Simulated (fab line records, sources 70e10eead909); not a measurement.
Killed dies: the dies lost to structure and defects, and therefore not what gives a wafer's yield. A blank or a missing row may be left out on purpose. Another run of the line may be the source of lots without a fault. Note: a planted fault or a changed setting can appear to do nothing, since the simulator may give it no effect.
Which tool was responsible? ; flow nand-harc ; Sampling: 14 lots, 42 wafers, 6 of 1302 route steps

WHAT EACH GAUGE READ, for each wafer
NHARC_A_M0_CD_MEAS_09: target cd 80 nm. Usual: 79.7 nm for cd-nm, sd 0.71.
lot;measured;on;cd-nm (nm);flag
L104;day 22 19:27;cd-sem-02;79.0 78.9 79.0;
L105;day 23 03:03;cd-sem-02;80.1 80.6 80.4;
L106;day 23 03:37;cd-sem-01;80.5 80.8 79.5;
L108;day 24 08:05;cd-sem-01;79.9 79.7 79.3;
L107;day 24 09:58;cd-sem-02;80.1 79.1 79.6;
L109;day 25 04:25;cd-sem-02;78.5 79.2 78.9;
L110;day 25 06:34;cd-sem-02;80.0 79.2 79.6;
L111;day 25 08:07;cd-sem-01;80.0 79.9 80.3;
L113;day 26 12:11;cd-sem-03;79.5 80.0 79.4;
L114;day 27 20:22;cd-sem-01;81.4 81.5 80.6;
L115;day 27 21:42;cd-sem-01;79.8 79.8 79.2;
L119;day 29 21:25;cd-sem-03;79.8 79.6 80.0;
L122;day 30 11:40;cd-sem-02;71.9 72.0 71.9;OFF
L121;day 30 16:17;cd-sem-02;72.9 72.2 72.7;OFF

NHARC_A_M0_CD_MEAS_16. Usual: 79.6 nm for cd-nm, sd 0.85.
lot;measured;on;cd-nm (nm);flag
L104;day 22 19:56;cd-sem-02;78.8 79.2 79.0;
L105;day 23 03:32;cd-sem-01;79.4 79.6 79.7;
L106;day 23 04:06;cd-sem-02;79.9 80.4 79.4;
L108;day 24 08:34;cd-sem-01;80.4 79.9 78.8;
L107;day 24 10:27;cd-sem-01;80.5 79.0 79.6;
L109;day 25 04:54;cd-sem-02;79.5 79.0 78.9;
L110;day 25 07:03;cd-sem-02;79.8 79.6 79.4;
L111;day 25 08:39;cd-sem-01;79.2 79.6 80.2;
L113;day 26 12:40;cd-sem-01;79.3 80.1 79.3;
L114;day 27 20:51;cd-sem-03;80.9 80.9 79.9;
L115;day 27 22:14;cd-sem-01;80.0 79.4 79.4;
L119;day 29 21:54;cd-sem-01;79.3 78.8 79.8;
L122;day 30 12:11;cd-sem-01;70.1 71.8 71.3;OFF
L121;day 30 16:47;cd-sem-01;72.3 71.5 71.9;OFF

EACH LOT AND THE TOOL THAT RAN IT (in order: tool; ch and the chambers of the sampled wafers; start)
lot;NHARC_A_BLC_STRIP_21;NHARC_A_BLC_DEGAS_30;NHARC_A_M0_PEB_07;NHARC_A_M0_DESCUM_14
L104;rie-diel-10 ch 0,1, day 22 16:44;pvd-sputter-01, day 22 17:10;litho-track-04 ch 0, day 22 19:22;rie-diel-11 ch 0,2, day 22 19:40
L105;rie-diel-13 ch 0,1,3, day 23 00:29;pvd-sputter-02, day 23 00:54;litho-track-04 ch 0, day 23 02:58;rie-diel-09 ch 0,2,3, day 23 03:14
L106;rie-diel-10 ch 1,2, day 23 00:55;pvd-sputter-02, day 23 01:20;litho-track-04 ch 0, day 23 03:32;rie-diel-09 ch 0,1,2, day 23 03:49
L108;rie-diel-13 ch 0,3, day 24 05:30;pvd-sputter-03, day 24 05:56;litho-track-06 ch 0, day 24 07:59;rie-diel-05 ch 1,2, day 24 08:16
L107;rie-diel-13 ch 2,3, day 24 07:23;pvd-sputter-03, day 24 07:49;litho-track-06 ch 0, day 24 09:53;rie-diel-09 ch 2,3, day 24 10:09
L109;rie-diel-13 ch 0,1,2, day 25 01:50;pvd-sputter-01, day 25 02:16;litho-track-06 ch 0, day 25 04:20;rie-diel-11 ch 0,2,3, day 25 04:37
L110;rie-diel-13 ch 1,2,3, day 25 03:49;pvd-sputter-02, day 25 04:14;litho-track-04 ch 0, day 25 06:29;rie-diel-11 ch 0,1,2, day 25 06:47
L111;rie-diel-10 ch 0,1,3, day 25 05:26;pvd-sputter-02, day 25 05:50;litho-track-06 ch 0, day 25 08:02;rie-diel-09 ch 0,2, day 25 08:18
L113;rie-diel-10 ch 1,2, day 26 09:36;pvd-sputter-03, day 26 10:01;litho-track-04 ch 0, day 26 12:07;rie-diel-05 ch 0,1,2, day 26 12:23
L114;rie-diel-13 ch 0,1, day 27 17:38;pvd-sputter-01, day 27 18:05;litho-track-01 ch 0, day 27 20:17;rie-diel-05 ch 0,2,3, day 27 20:33
L115;rie-diel-13 ch 1,2, day 27 19:00;pvd-sputter-01, day 27 19:26;litho-track-04 ch 0, day 27 21:37;rie-diel-11 ch 0,3, day 27 21:53
L119;rie-diel-13 ch 0,1,2, day 29 18:41;pvd-sputter-03, day 29 19:07;litho-track-06 ch 0, day 29 21:20;rie-diel-09 ch 0,1,2, day 29 21:37
L122;rie-diel-12 ch 0,2, day 30 09:00;pvd-sputter-02, day 30 09:27;litho-track-04 ch 0, day 30 11:35;rie-diel-09 ch 0,1, day 30 11:50
L121;rie-diel-13 ch 0,1,2, day 30 13:34;pvd-sputter-02, day 30 13:58;litho-track-04 ch 0, day 30 16:12;rie-diel-09 ch 0,1,3, day 30 16:29
- NHARC_A_BLC_STRIP_21: strips in O2.
- NHARC_A_BLC_DEGAS_30: time 60 s.
- NHARC_A_M0_PEB_07: peb time 65 s.
- NHARC_A_M0_DESCUM_14: chemistry O2, time 3 s.

AS READ BY THE TOOLS THEMSELVES (means over the sampled wafers that have a number; for cases with no such wafer, the mark the record gives instead)
NHARC_A_BLC_STRIP_21. Usual: drypump-motor-current-A 5.8 A, standard deviation 0.54; oes-product-au 1.000 a.u., standard deviation 0.0078; rf-vpp-V 57.8 V, standard deviation 0.87; showerhead-plenum-p-Torr 3.53 Torr, standard deviation 0.12; throttle-valve-pct 17.037 %, standard deviation 0.0091.
lot;tool;drypump-motor-current-A (A);oes-product-au (a.u.);rf-vpp-V (V);showerhead-plenum-p-Torr (Torr);throttle-valve-pct (%);flag
L104;rie-diel-10;5.7;1.007;57.7;3.48;17.044;
L105;rie-diel-13;6.0;1.000;58.0;3.57;17.040;
L106;rie-diel-10;5.8;0.998;56.9;3.48;17.037;
L108;rie-diel-13;6.6;0.989;58.0;3.46;17.031;
L107;rie-diel-13;5.6;1.003;58.8;3.48;17.034;
L109;rie-diel-13;5.7;0.992;57.7;3.52;17.041;
L110;rie-diel-13;5.6;1.001;58.6;3.58;17.027;
L111;rie-diel-10;5.8;1.003;58.0;3.54;17.033;
L113;rie-diel-10;5.6;0.999;58.3;3.53;17.040;
L114;rie-diel-13;5.6;0.993;58.7;3.61;17.036;
L115;rie-diel-13;5.3;1.003;57.2;3.53;17.038;
L119;rie-diel-13;5.7;0.991;57.9;3.51;17.035;
L122;rie-diel-12;5.6;0.997;58.1;3.52;17.032;
L121;rie-diel-13;5.7;1.004;57.2;3.51;17.041;

NHARC_A_BLC_DEGAS_30. Usual: 463 W for heater-power-w, sd 41.
lot;tool;heater-power-w (W);flag
L104;pvd-sputter-01;431;
L105;pvd-sputter-02;513;
L106;pvd-sputter-02;467;
L108;pvd-sputter-03;446;
L107;pvd-sputter-03;459;
L109;pvd-sputter-01;475;
L110;pvd-sputter-02;478;
L111;pvd-sputter-02;493;
L113;pvd-sputter-03;462;
L114;pvd-sputter-01;444;
L115;pvd-sputter-01;463;
L119;pvd-sputter-03;471;
L122;pvd-sputter-02;493;
L121;pvd-sputter-02;448;

NHARC_A_M0_PEB_07. Usual: heater-power-total-W 156.6 W, standard deviation 0.41; plate-temp-C 99.98 C, standard deviation 0.14.
lot;tool;heater-power-total-W (W);plate-temp-C (C);flag
L104;litho-track-04;156.7;99.84;
L105;litho-track-04;157.0;100.12;
L106;litho-track-04;156.9;99.90;
L108;litho-track-06;156.5;99.80;
L107;litho-track-06;156.7;99.84;
L109;litho-track-06;156.9;99.94;
L110;litho-track-04;156.8;99.84;
L111;litho-track-06;156.6;99.86;
L113;litho-track-04;156.7;100.07;
L114;litho-track-01;156.8;100.15;
L115;litho-track-04;156.7;100.20;
L119;litho-track-06;156.4;99.84;
L122;litho-track-04;152.5;98.26;OFF
L121;litho-track-04;152.7;98.02;OFF

NHARC_A_M0_DESCUM_14. Usual: drypump-motor-current-A 5.7 A, standard deviation 0.47; oes-product-au 0.998 a.u., standard deviation 0.0089; rf-vpp-V 57.8 V, standard deviation 0.75; showerhead-plenum-p-Torr 1.92 Torr, standard deviation 0.062; throttle-valve-pct 11.312 %, standard deviation 0.0095.
lot;tool;drypump-motor-current-A (A);oes-product-au (a.u.);rf-vpp-V (V);showerhead-plenum-p-Torr (Torr);throttle-valve-pct (%);flag
L104;rie-diel-11;5.8;1.006;57.1;1.95;11.310;
L105;rie-diel-09;5.9;1.000;58.4;1.95;11.309;
L106;rie-diel-09;5.8;1.004;58.3;1.95;11.302;
L108;rie-diel-05;5.6;1.011;57.3;1.83;11.307;
L107;rie-diel-09;5.9;1.003;57.9;1.91;11.310;
L109;rie-diel-11;5.5;1.002;58.3;1.93;11.306;
L110;rie-diel-11;5.9;1.000;58.2;1.98;11.314;
L111;rie-diel-09;6.0;0.994;57.8;1.98;11.310;
L113;rie-diel-05;5.6;0.999;57.7;1.86;11.308;
L114;rie-diel-05;5.3;0.991;57.8;1.90;11.319;
L115;rie-diel-11;5.2;0.995;58.0;1.90;11.315;
L119;rie-diel-09;5.8;0.993;58.5;1.94;11.312;
L122;rie-diel-09;5.7;0.995;58.6;1.96;11.304;
L121;rie-diel-09;5.7;0.996;58.2;1.92;11.321;

THE ANSWER, worked out from the rows above alone
Rule: take the mean of a lot's wafers that have a number; if it is more than 3 standard deviations from the usual mean, the lot is off. A lot without any number at a reading at which 4 lots or more have one is off too. All remaining lots with rows at the step are treated as sound. After the gauges, taken in route order, come the tools' own readings; for these a lot's mean is taken, as printed above. At the first step where some lot is off, the reading lying furthest off is the one used; lots without a number count as furthest.
Off at NHARC_A_M0_CD_MEAS_09 (cd-nm): L122, L121.
If a tool, at a process step before that reading, ran all the lots that are off and no sound lot after the first of them, it fits. The gauges at NHARC_A_M0_CD_MEAS_09 aren't tried: what is off there is off at NHARC_A_M0_CD_MEAS_16 too, on other tools, and a gauge's error can't cause that. 2 tools fit, pvd-sputter-02 at NHARC_A_BLC_DEGAS_30 and litho-track-04 at NHARC_A_M0_PEB_07, so this cannot tell which one it is.

WHAT THE SIMULATOR HAD INSERTED
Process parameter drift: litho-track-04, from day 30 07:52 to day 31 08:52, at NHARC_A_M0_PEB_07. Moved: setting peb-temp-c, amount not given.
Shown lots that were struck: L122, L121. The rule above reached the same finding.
